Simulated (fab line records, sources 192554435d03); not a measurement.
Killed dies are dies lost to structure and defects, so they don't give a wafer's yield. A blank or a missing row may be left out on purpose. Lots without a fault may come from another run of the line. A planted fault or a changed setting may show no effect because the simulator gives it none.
fab line records | flow n5_finfet
record lots=10 wafers=27 last_day=21
route steps=1938 shown SD_EPI_P@321 SD_ACTIVATION@334 ILD0@345 SDB@347 BEOL_M4@1111 PASSIVATION@1936
lots that met no fault: from a run of the same line without faults
start_h: hours from the record's first day to the start of the lot's first wafer shown | wait_h: hours since the lot's step before | " the same as in the row above | L1.1+2: a row that stands for several wafers | - no value, or no start given | * or withheld: withheld | < > ~ a bound
route shown NAME@n: a module of which the file shows steps, and the number in the route of the first | usual: mean/standard deviation of fault-free wafers | same: alike in all rows | chamber/n: place in a boat | sites: the reading at each site | _std_site: their standard deviation | _edge_site: outer sites' mean less inner sites' | radius_mm: how far each site lies from the wafer's centre | mask NAME#n: copy n | behind: the tool/chamber that last shaped the wafer | hold: why the lot was held/for how many hours/how that ended | device: the transistor (n, p or np) that didn't switch | end of line: the same wafers' tests at the end of the route | a step without rows: its recipe alone | killed: dies lost to structure and defects at the first sort, not the wafer's yield | map: a wafer's dies, x killed, . not, _ none there
set.NAME: the setting as run; set.NAME@STEP: as run at that earlier step | model.NAME: the simulator's own value behind a step, which no gauge read
steps of the route over a sample of lots; a table a step, a row a wafer
services: from which hour (start_h, from the record's first day; less than 0 if before it) a tool's chamber was out of use, for how many hours, and why
## steps
# step N5_SD_EPI_P_EPI_21
# recipe material=SiGe:B dopant=B temp_c=550 pressure_torr=20 ambient=H2 time_s=355
# usual lamp_inner_pct=10.7/0.57
# same epi_growth_time_s=355 time_s=355
# columns lot.wafer tool chamber start_h wait_h lamp_inner_pct
L230.3 epi_rpcvd-04 0 58.19 0.8 10.9
L230.4 " 0 " " 10.8
L230.5 " 0 " " 11.0
L232.2 epi_rpcvd-04 0 66.16 0.5 10.9
L232.5 " 0 67.24 1.5 10.8
L232.6 " 0 " " 10.8
L233.2 epi_rpcvd-02 0 72.09 0.5 10.1
L233.6 " 0 73.53 1.8 10.1
L234.1 epi_rpcvd-04 0 79.95 0.1 11.0
L234.4 " 0 81.03 1.1 11.0
L234.6 " 0 " " 11.1
L236.4 epi_rpcvd-01 0 95.93 1.5 11.5
L236.5 " 0 " " 11.4
L246.2 epi_rpcvd-04 0 152.21 0.5 10.8
L246.3 " 0 " " 10.9
L246.6 " 0 153.65 1.8 10.8
L247.3 epi_rpcvd-04 0 157.54 0.8 10.9
L247.4 " 0 " " 11.0
L247.6 " 0 " " 10.8
L249.3 epi_rpcvd-02 0 169.39 0.8 10.0
L249.6 " 0 170.47 1.8 10.0
L250.1 epi_rpcvd-01 0 177.98 0.2 11.3
L250.3 " 0 " " 11.5
L250.4 " 0 " " 11.6
L253.2 epi_rpcvd-01 0 195.96 0.5 11.4
L253.3 " 0 " " 11.5
L253.6 " 0 197.40 1.8 11.5
# step N5_SD_EPI_P_INSPECT_26
# recipe inspect_instrument=darkfield mode=post_epi
# usual raw_defect_count=177/42
# columns lot.wafer tool chamber start_h wait_h raw_defect_count
L230.3 defect_inspect-02 - 59.84 0.0 189
L230.4 " - " " 148
L230.5 " - " " 215
L232.2 defect_inspect-02 - 68.17 0.0 89
L232.5 " - " " 157
L232.6 " - " " 122
L233.2 defect_inspect-02 - 74.10 0.0 141
L233.6 " - " " 160
L234.1 defect_inspect-01 - 82.32 0.0 191
L234.4 " - " " 212
L234.6 " - " " 197
L236.4 defect_inspect-02 - 97.59 0.0 246
L236.5 " - " " 311
L246.2 defect_inspect-01 - 154.24 0.0 1628
L246.3 " - " " 1560
L246.6 " - " " 1521
L247.3 defect_inspect-01 - 159.19 0.0 1582
L247.4 " - " " 1483
L247.6 " - " " 1551
L249.3 defect_inspect-01 - 171.06 0.0 234
L249.6 " - " " 158
L250.1 defect_inspect-01 - 181.07 0.0 185
L250.3 " - " " 228
L250.4 " - " " 249
L253.2 defect_inspect-01 - 197.97 0.0 286
L253.3 " - " " 203
L253.6 " - " " 175
# step N5_SD_ACTIVATION_INSPECT_02
# recipe inspect_instrument=darkfield mode=post_anneal
# usual raw_defect_count=180/43
# columns lot.wafer tool chamber start_h wait_h raw_defect_count
L230.3 defect_inspect-02 - 60.70 0.1 198
L230.4 " - " " 155
L230.5 " - " " 208
L232.2 defect_inspect-01 - 68.92 0.1 95
L232.5 " - " " 188
L232.6 " - " " 132
L233.2 defect_inspect-01 - 74.85 0.1 155
L233.6 " - " " 190
L234.1 defect_inspect-02 - 83.07 0.2 175
L234.4 " - " " 194
L234.6 " - " " 194
L236.4 defect_inspect-02 - 98.52 0.1 236
L236.5 " - " " 330
L246.2 defect_inspect-01 - 155.09 0.1 1610
L246.3 " - " " 1545
L246.6 " - " " 1532
L247.3 defect_inspect-02 - 159.95 0.1 1573
L247.4 " - " " 1467
L247.6 " - " " 1541
L249.3 defect_inspect-02 - 172.14 0.1 216
L249.6 " - " " 150
L250.1 defect_inspect-02 - 181.82 0.2 149
L250.3 " - " " 205
L250.4 " - " " 238
L253.2 defect_inspect-01 - 198.82 0.1 274
L253.3 " - " " 206
L253.6 " - " " 172
# step N5_ILD0_THK_MEAS_13
# usual thk_nm=17.6/1.7
# columns lot.wafer tool chamber start_h wait_h thk_nm
L230.3 film_metro-02 - 72.97 - 18.0
L230.4 " - " " 16.4
L230.5 " - " " 17.3
L232.2 film_metro-02 - 75.41 - 17.3
L232.5 " - " " 17.9
L232.6 " - " " 19.2
L233.2 film_metro-01 - 81.32 - 17.7
L233.6 " - " " 18.3
L234.1 film_metro-01 - 89.69 - 16.0
L234.4 " - " " 18.8
L234.6 " - " " 19.5
L236.4 film_metro-02 - 104.82 - 19.1
L236.5 " - " " 21.9
L246.2 film_metro-02 - 161.60 - 17.9
L246.3 " - " " 19.3
L246.6 " - " " 19.5
L247.3 film_metro-02 - 166.43 - 17.0
L247.4 " - " " 14.2
L247.6 " - " " 16.2
L249.3 film_metro-01 - 178.65 - 18.6
L249.6 " - " " 16.9
L250.1 film_metro-01 - 188.08 - 14.9
L250.3 " - " " 16.8
L250.4 " - " " 16.1
L253.2 film_metro-02 - 205.68 - 20.7
L253.3 " - " " 18.2
L253.6 " - " " 20.2
# step N5_SDB_HM_DEP_00
# recipe material=SiNx target_thk_a=400 temp_c=400 precursor=SiH4/NH3/N2 pressure_torr=1.5 rf_w=300 time_s=35.3
# usual heater_power_w=718/110 showerhead_plenum_p_Torr=5.16/0.069 throttle_valve_pct=39.8/1.9
# same time_s=35.3
# columns lot.wafer tool chamber start_h wait_h heater_power_w showerhead_plenum_p_Torr throttle_valve_pct
L230.3 pecvd-02 0 73.03 0.0 691 5.16 41.0
L230.4 " 1 " " 863 5.08 41.6
L230.5 " 2 " " 757 5.16 38.1
L232.2 pecvd-03 0 75.47 0.0 621 5.10 40.3
L232.5 " 0 " " 616 5.11 40.6
L232.6 " 1 " " 693 5.11 42.2
L233.2 pecvd-03 1 81.38 0.0 654 5.10 42.1
L233.6 " 2 " " 780 5.28 37.1
L234.1 pecvd-03 2 89.76 0.0 899 5.27 37.2
L234.4 " 2 " " 885 5.27 37.4
L234.6 " 1 " " 680 5.09 42.4
L236.4 pecvd-03 2 104.91 0.1 844 5.27 37.1
L236.5 " 1 " " 601 5.12 42.1
L246.2 pecvd-03 2 161.67 0.0 870 5.27 37.9
L246.3 " 2 " " 721 5.28 37.9
L246.6 " 2 " " 735 5.28 37.4
L247.3 pecvd-01 1 166.49 0.0 848 5.27 37.9
L247.4 " 1 " " 860 5.26 38.1
L247.6 " 2 " " 645 5.18 37.0
L249.3 pecvd-01 2 178.71 0.0 605 5.19 36.9
L249.6 " 0 " " 662 5.13 41.9
L250.1 pecvd-01 0 188.15 0.0 716 5.14 42.0
L250.3 " 2 " " 592 5.20 37.0
L250.4 " 0 " " 737 5.12 42.0
L253.2 pecvd-03 1 205.74 0.0 577 5.11 42.1
L253.3 " 0 " " 556 5.11 40.9
L253.6 " 0 " " 574 5.11 40.7
# step N5_SDB_CD_MEAS_11
# recipe target_cd_nm=50 landing_energy_ev=500 detector=se_inlens polarity=opening
# usual cd_nm=49.7/1.3
# same landing_energy_ev=500
# columns lot.wafer tool chamber start_h wait_h cd_nm
L230.3 cd_sem-01 0 73.48 - 50.0
L230.4 " 0 " " 48.9
L230.5 " 0 " " 48.0
L232.2 cd_sem-02 0 75.79 - 51.0
L232.5 " 0 " " 49.5
L232.6 " 0 " " 50.0
L233.2 cd_sem-01 0 81.85 - 51.5
L233.6 " 0 " " 51.0
L234.1 cd_sem-02 0 90.21 - 49.2
L234.4 " 0 " " 50.8
L234.6 " 0 " " 50.0
L236.4 cd_sem-03 0 105.34 - 50.5
L236.5 " 0 " " 49.6
L246.2 cd_sem-03 0 162.02 - 47.9
L246.3 " 0 " " 46.7
L246.6 " 0 " " 49.1
L247.3 cd_sem-03 0 166.82 - 49.5
L247.4 " 0 " " 50.4
L247.6 " 0 " " 50.6
L249.3 cd_sem-01 0 179.16 - 49.3
L249.6 " 0 " " 48.6
L250.1 cd_sem-01 0 188.60 - 51.4
L250.3 " 0 " " 49.4
L250.4 " 0 " " 51.1
L253.2 cd_sem-01 0 206.20 - 46.9
L253.3 " 0 " " 49.7
L253.6 " 0 " " 49.2
# step N5_BEOL_M4_RC_MEAS_101
# usual DIBL_N=37.7/2 DIBL_P=37.7/2.3 IOFF_N=0.18/0.039 IOFF_P=0.23/0.042 ION_N=681/12 ION_P=463/8 SS_N=71.9/0.68 SS_P=73.6/0.71 VT_N=248/3.2 VT_P=-249/3.1
# columns lot.wafer tool chamber start_h wait_h DIBL_N[mV/V] DIBL_P[mV/V] IOFF_N[nA/um] IOFF_P[nA/um] ION_N[uA/um] ION_P[uA/um] SS_N[mV/dec] SS_P[mV/dec] VT_N[mV] VT_P[mV]
L232.2 prober-02 0 265.07 0.2 42.7 41.4 0.26 0.31 704 480 73.3 74.6 244 -245
L232.5 " 0 " " 36.7 34.8 0.13 0.18 672 465 71.3 72.9 254 -254
L232.6 " 0 " " 42.0 40.6 0.25 0.30 707 482 72.9 74.4 245 -247
L230.3 prober-01 0 271.29 0.3 36.6 36.6 0.17 0.24 669 464 72.1 72.7 249 -245
L230.4 " 0 " " 38.5 38.0 0.20 0.25 675 460 72.3 73.1 248 -243
L230.5 " 0 " " 40.1 42.1 0.26 0.36 688 471 72.8 73.9 243 -241
L233.2 prober-02 0 276.70 0.2 38.0 37.0 0.19 0.20 692 462 71.4 73.3 247 -252
L233.6 " 0 " " 37.4 37.3 0.16 0.21 681 459 71.2 73.3 249 -252
L234.1 prober-01 0 278.27 0.0 36.2 35.5 0.13 0.16 658 441 72.6 73.6 254 -256
L234.4 " 0 " " 37.5 38.0 0.16 0.20 679 457 72.2 72.6 251 -254
L234.6 " 0 " " 41.2 40.8 0.24 0.24 677 452 72.4 74.0 245 -250
L236.4 prober-01 0 305.76 0.5 36.3 37.5 0.16 0.21 684 469 72.1 73.8 252 -249
L236.5 " 0 " " 39.2 41.1 0.23 0.26 700 471 72.5 75.4 245 -248
L247.3 prober-02 0 348.76 0.3 37.2 36.4 0.17 0.23 674 463 71.4 73.9 248 -250
L247.4 " 0 " " 37.3 36.6 0.16 0.23 680 463 72.0 74.3 252 -250
L247.6 " 0 " " 38.1 37.9 0.19 0.25 676 459 72.4 73.7 249 -246
L246.2 prober-02 0 358.24 0.2 37.4 38.8 0.16 0.23 663 454 71.4 74.0 254 -251
L246.3 " 0 " " 40.2 41.9 0.23 0.27 682 461 72.8 74.6 246 -249
L246.6 " 0 " " 36.1 37.4 0.15 0.20 674 456 71.9 73.9 252 -252
L249.3 prober-01 0 378.16 0.3 38.2 38.9 0.19 0.24 685 466 71.8 73.5 246 -248
L249.6 " 0 " " 33.5 32.8 0.11 0.16 674 461 70.6 72.8 254 -255
L250.1 prober-01 0 385.68 0.0 38.0 40.6 0.18 0.23 686 471 72.0 73.7 247 -252
L250.3 " 0 " " 33.6 34.2 0.11 0.14 645 444 71.2 71.8 256 -253
L250.4 " 0 " " 35.8 36.5 0.15 0.17 675 454 71.7 73.3 251 -256
L253.2 prober-02 0 402.43 0.2 36.5 36.5 0.16 0.26 662 460 71.5 73.6 250 -245
L253.3 " 0 " " 33.3 31.9 0.12 0.17 680 463 70.8 73.0 248 -251
L253.6 " 0 " " 36.9 37.3 0.19 0.26 686 475 72.2 74.0 248 -246
# step N5_PASSIVATION_PROBE_49
# usual defect_limited_yield=91.1/1.4 killed_at_M0_to_M3=34/9.6 killed_at_M4_up=15/5.3 killed_at_contacts=12/6.1 killed_at_front_end=40/11 killed_at_other=3.5/2.8 killed_dies=105/17 killed_on_rim=14/4.3 killed_open=70/12 killed_short=34/7.7 sort_bin_4_leakage=0.01/0.07 sort_bin_5_function=5.2/0.97 sort_bin_6_memory=3.4/0.62 sort_bin_8_speed=0.00/0.023 sort_n_pass=1075/17 sort_yield_pct=91.1/1.4
# same gross_dies=1180 killed_at_back_side=0
# columns lot.wafer tool chamber start_h wait_h defect_limited_yield[%] killed_at_M0_to_M3 killed_at_M4_up killed_at_contacts killed_at_front_end killed_at_other killed_dies killed_on_rim killed_open killed_short sort_bin_4_leakage[%] sort_bin_5_function[%] sort_bin_6_memory[%] sort_bin_8_speed[%] sort_n_pass sort_yield_pct[%]
L247.3 prober-02 - 449.95 0.1 83.3 41 12 14 126 4 197 41 77 36 0 9.4 4.1 0 983 83.3
L247.4 prober-02 - 450.00 0.2 84.7 36 14 8 119 4 181 34 70 34 0 8.0 4.5 0 999 84.7
L247.6 prober-02 - 450.10 0.3 85.0 33 6 15 120 3 177 28 60 36 0 8.8 3.7 0 1003 85.0
L246.2 prober-01 - 456.98 0.1 85.6 28 9 10 117 6 170 38 46 42 0 8.0 3.6 0 1010 85.6
L246.3 prober-01 - 457.03 0.1 86.1 26 19 9 104 6 164 28 47 37 0 6.8 3.7 0 1016 86.1
L246.6 prober-01 - 457.18 0.3 85.4 31 18 9 109 5 172 35 64 32 0 8.5 3.5 0 1008 85.4
# killed by level:class
L247.3 SD_EPI_P:unspecified=81 BEOL_M0_SAQP:geometric_particle:open=16 MOL_CONTACT_COAG:geometric_particle:open=12 FIN_SAQP:geometric_particle:short=11 BEOL_M2:geometric_particle:open=8 FIN_SAQP:geometric_particle:open=7 STI_FIN_REVEAL:geometric_particle:open=7 BEOL_M0_SAQP:geometric_particle:short=6
L247.4 SD_EPI_P:unspecified=77 BEOL_M2:geometric_particle:open=14 FIN_SAQP:geometric_particle:short=10 FIN_SAQP:geometric_particle:open=9 STI_FIN_REVEAL:geometric_particle:open=9 BEOL_M0_SAQP:geometric_particle:short=6 BEOL_M3:geometric_particle:open=5 ILD0:geometric_particle:short=4
L247.6 SD_EPI_P:unspecified=81 MOL_CONTACT_COAG:geometric_particle:open=13 BEOL_M2:geometric_particle:open=11 FIN_SAQP:geometric_particle:short=11 FIN_SAQP:geometric_particle:open=9 STI_FIN_REVEAL:geometric_particle:open=5 BEOL_M1:geometric_particle:open=5 BEOL_M2:geometric_particle:short=5
L246.2 SD_EPI_P:unspecified=81 BEOL_M0_SAQP:geometric_particle:short=15 FIN_SAQP:geometric_particle:short=10 MOL_CONTACT_COAG:geometric_particle:open=7 BEOL_M0_SAQP:geometric_particle:open=7 STARTING-WAFER:geometric_particle:short=5 FIN_SAQP:geometric_particle:open=4 STI_FIN_REVEAL:geometric_particle:open=4
L246.3 SD_EPI_P:unspecified=80 FIN_SAQP:geometric_particle:short=8 BEOL_M0_SAQP:geometric_particle:open=8 MOL_CONTACT_COAG:geometric_particle:open=7 BEOL_M2:geometric_particle:open=7 BEOL_M4:geometric_particle:short=6 BEOL_M4:geometric_particle:open=6 BEOL_M0_SAQP:geometric_particle:short=5
L246.6 SD_EPI_P:unspecified=76 MOL_CONTACT_COAG:geometric_particle:open=9 BEOL_M2:geometric_particle:open=9 BEOL_M4:geometric_particle:open=9 FIN_SAQP:geometric_particle:short=7 STI_FIN_REVEAL:geometric_particle:open=6 BEOL_M0_SAQP:geometric_particle:short=5 BEOL_M3:geometric_particle:short=5
## services
# columns tool chamber start_h hours kind
pecvd-02 0 66.44 6.4 repair
pecvd-02 2 81.55 5.5 scheduled_down
pecvd-02 - 101.16 2.3 repair
pecvd-03 1 109.81 2.1 scheduled_down
pecvd-01 2 115.24 2.1 scheduled_down
epi_rpcvd-04 - 124.46 0.9 repair
pecvd-02 2 132.42 2.1 scheduled_down
epi_rpcvd-04 - 141.06 0.3 repair
pecvd-03 1 159.56 3.4 repair
epi_rpcvd-02 - 189.61 2.8 pm
pecvd-03 2 200.08 5.5 scheduled_down
## key
first_sign step=N5_SD_EPI_P_INSPECT_26 reading=raw_defect_count direction=up sigmas=33 usual=177 struck=1554
effect step=N5_SD_ACTIVATION_INSPECT_02 reading=raw_defect_count direction=up sigmas=32 usual=180 struck=1545
effect step=N5_PASSIVATION_PROBE_49 reading=killed_at_front_end direction=up sigmas=7 usual=40 struck=116
more_kills_born_at N5_SD_EPI_P_EPI_21@epi_rpcvd-04=476
met_at N5_SD_EPI_P_EPI_21
struck_lots L246,L247
not_acting_at N5_ILD0_THK_MEAS_13,N5_SDB_HM_DEP_00,N5_SDB_CD_MEAS_11
onset_between 79.95 152.21
fault kind=chamber_particle_source tool=epi_rpcvd-04 chamber=- onset_h=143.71 steps=N5_SD_EPI_P_EPI_21 rate_per_visit_cm2=2.1486 end_h=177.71
